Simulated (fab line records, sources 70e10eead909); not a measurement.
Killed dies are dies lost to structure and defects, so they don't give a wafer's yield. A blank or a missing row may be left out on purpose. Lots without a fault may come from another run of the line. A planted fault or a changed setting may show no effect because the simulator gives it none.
Which tool did it? | flow nand_harc | 14 lots, 42 wafers sampled, at 6 steps of a route of 1302

WHAT THE GAUGES READ, wafer by wafer
NHARC_A_START_INSPECT_01. Usual: raw_defect_count 3.5, standard deviation 1.8.
lot  | measured     | on                | raw_defect_count | flag
L562 | day 6 15:37  | defect_inspect-01 | 4 4 7            |
L564 | day 7 10:32  | defect_inspect-01 | 5 5 6            |
L566 | day 8 07:35  | defect_inspect-01 | 2 4 2            |
L568 | day 9 02:34  | defect_inspect-01 | 4 2 3            |
L567 | day 9 03:32  | defect_inspect-01 | 8 2 1            |
L569 | day 9 20:24  | defect_inspect-01 | 2 4 4            |
L571 | day 10 15:35 | defect_inspect-02 | 3 5 5            |
L572 | day 11 01:38 | defect_inspect-01 | 1 3 4            |
L573 | day 11 09:35 | defect_inspect-01 | 7 4 2            |
L574 | day 11 15:40 | defect_inspect-01 | 4 8 5            |
L575 | day 12 03:01 | defect_inspect-02 | 1 2 2            |
L576 | day 12 21:16 | defect_inspect-01 | 4 4 4            |
L585 | day 16 00:28 | defect_inspect-02 | 6 6 4            |
L584 | day 16 01:22 | defect_inspect-02 | 3 3 2            |

NHARC_A_SOURCE_PLATE_THK_MEAS_09: measures by ellipsometry. Usual: thk_nm 9.6 nm, standard deviation 0.97.
lot  | measured     | on            | thk_nm (nm)    | flag
L562 | day 7 00:47  | film_metro-02 | 10.3 10.0 9.8  |
L564 | day 7 17:42  | film_metro-01 | 11.5 10.8 10.4 |
L566 | day 8 16:46  | film_metro-01 | 9.6 9.0 9.8    |
L568 | day 9 11:43  | film_metro-02 | 9.7 9.8 9.4    |
L567 | day 9 11:43  | film_metro-01 | 8.5 9.8 8.0    |
L569 | day 10 05:25 | film_metro-01 | 8.7 10.4 9.9   |
L571 | day 11 03:37 | film_metro-01 | 9.4 9.4 9.2    |
L572 | day 11 10:49 | film_metro-02 | 7.5 11.4 10.7  |
L573 | day 11 18:49 | film_metro-02 | 8.9 9.9 9.7    |
L574 | day 12 03:31 | film_metro-02 | 9.2 9.1 10.0   |
L575 | day 12 14:11 | film_metro-02 | 9.3 11.5 11.8  |
L576 | day 13 07:02 | film_metro-01 | 8.8 7.6 7.9    |
L585 | day 16 16:09 | film_metro-01 | 11.7 8.9 11.0  |
L584 | day 16 16:10 | film_metro-01 | 8.1 9.3 10.2   |

NHARC_A_ONON_D1_THK_MEAS_30: measures by ellipsometry. Usual: thk_nm 1002 nm, standard deviation 12.
lot  | measured     | on            | thk_nm (nm)    | flag
L562 | day 8 04:32  | film_metro-02 | 1008 1006 1011 |
L564 | day 8 19:10  | film_metro-01 | 1002 1002 1002 |
L566 | day 9 19:11  | film_metro-02 | 1018 1017 1019 |
L568 | day 10 13:19 | film_metro-01 | 1027 1027 1024 |
L567 | day 10 13:17 | film_metro-02 | 1006 1006 1006 |
L569 | day 11 07:35 | film_metro-02 | 989 990 992    |
L571 | day 12 07:28 | film_metro-01 | 1022 1020 1020 |
L572 | day 12 14:34 | film_metro-01 | 997 994 997    |
L573 | day 13 02:26 | film_metro-01 | 998 997 995    |
L574 | day 13 02:26 | film_metro-02 | 986 987 985    |
L575 | day 13 18:22 | film_metro-01 | 1782 1782 1783 | OFF
L576 | day 14 08:38 | film_metro-02 | 1781 1781 1779 | OFF
L585 | day 17 19:17 | film_metro-02 | 1006 1006 1006 |
L584 | day 17 19:19 | film_metro-02 | 1005 1007 1007 |

NHARC_END_SORT_01. Usual: killed_at_array 57, standard deviation 20; killed_at_other 1.0, standard deviation 1.5; killed_at_periphery 3.5, standard deviation 2.5; killed_dies 62, standard deviation 21; killed_open 3.5, standard deviation 1.9; killed_short 2.4, standard deviation 1.6.
lot  | measured     | on        | killed_at_array | killed_at_other | killed_at_periphery | killed_dies | killed_open | killed_short | flag
L575 | day 29 22:08 | prober-01 | 660 674 673     | 8 1 3           | 9 2 1               | 677 677 677 | 4 1 3       | 2 0 1        | OFF
L576 | day 30 10:13 | prober-02 | 673 672 676     | 1 1 0           | 3 4 1               | 677 677 677 | 3 5 8       | 1 3 0        | OFF

WHICH TOOL RAN EACH LOT (tool, then ch and the chambers of the sampled wafers, then the start)
lot  | NHARC_A_ONON_D1_DEP_28           | NHARC_A_CHANNEL_HOLE_D1_DEP_01
L562 | pecvd_onon-04 ch 0, day 8 04:08  | pecvd-03 ch 0,1,2, day 8 07:57
L564 | pecvd_onon-01 ch 0, day 8 18:43  | pecvd-04 ch 0,1,2, day 8 21:44
L566 | pecvd_onon-02 ch 0, day 9 18:47  | pecvd-02 ch 0,2, day 9 21:46
L568 | pecvd_onon-02 ch 0, day 10 12:53 | pecvd-03 ch 0,1,2, day 10 17:17
L567 | pecvd_onon-04 ch 0, day 10 12:56 | pecvd-04 ch 0,1,2, day 10 15:52
L569 | pecvd_onon-02 ch 0, day 11 07:04 | pecvd-03 ch 0,1,2, day 11 13:56
L571 | pecvd_onon-02 ch 0, day 12 06:58 | pecvd-02 ch 1,2, day 12 10:56
L572 | pecvd_onon-02 ch 0, day 12 14:04 | pecvd-02 ch 0,1,2, day 12 17:05
L573 | pecvd_onon-01 ch 0, day 13 01:59 | pecvd-04 ch 0,1,2, day 13 04:58
L574 | pecvd_onon-02 ch 0, day 13 01:56 | pecvd-03 ch 0,1, day 13 04:59
L575 | pecvd_onon-02 ch 0, day 13 17:58 | -
L576 | pecvd_onon-02 ch 0, day 14 08:18 | -
L585 | pecvd_onon-04 ch 0, day 17 18:47 | pecvd-03 ch 1,2, day 17 23:46
L584 | pecvd_onon-02 ch 0, day 17 18:47 | pecvd-04 ch 1,2, day 18 00:32
- NHARC_A_ONON_D1_DEP_28: target thk 1000 nm.
- NHARC_A_CHANNEL_HOLE_D1_DEP_01: deposits SiON, target thk 140 nm.

WHAT THE TOOLS THEMSELVES READ (means of the sampled wafers that have a number; where no wafer has one, the mark that the record gives instead)
NHARC_A_CHANNEL_HOLE_D1_DEP_01. Usual: heater_power_outer_w 454 W, standard deviation 54; heater_power_w 741 W, standard deviation 67.
lot  | tool     | heater_power_outer_w (W) | heater_power_w (W) | flag
L562 | pecvd-03 | 463                      | 735                |
L564 | pecvd-04 | 525                      | 835                |
L566 | pecvd-02 | 417                      | 703                |
L568 | pecvd-03 | 430                      | 708                |
L567 | pecvd-04 | 503                      | 804                |
L569 | pecvd-03 | 405                      | 669                |
L571 | pecvd-02 | 420                      | 740                |
L572 | pecvd-02 | 457                      | 753                |
L573 | pecvd-04 | 481                      | 769                |
L574 | pecvd-03 | 455                      | 744                |
L585 | pecvd-03 | 445                      | 700                |
L584 | pecvd-04 | 492                      | 771                |

THE ANSWER, worked out from the rows above alone
Rule: a lot is off if the mean of its wafers that have a number lies more than 3 standard deviations from the usual mean. A lot without any number at a reading at which 4 lots or more have one is off too. The other lots that the step has rows for count as sound. The gauges are gone through in route order, then the tools' own readings, and for those a lot's mean is taken as printed above. The first step at which some lot is off is used, and at that step the reading that is off furthest; a lot without a number counts as furthest.
Off: L575, L576, at NHARC_A_ONON_D1_THK_MEAS_30 (thk_nm).
A tool fits if, at a process step before that reading, it ran every lot that is off, and no sound lot after the first of them. The gauges at NHARC_A_ONON_D1_THK_MEAS_30 aren't tried: what is off there is off at NHARC_END_SORT_01 too, on other tools, and a gauge's error can't cause that. None of those tried fits.

WHAT THE SIMULATOR HAD PUT IN
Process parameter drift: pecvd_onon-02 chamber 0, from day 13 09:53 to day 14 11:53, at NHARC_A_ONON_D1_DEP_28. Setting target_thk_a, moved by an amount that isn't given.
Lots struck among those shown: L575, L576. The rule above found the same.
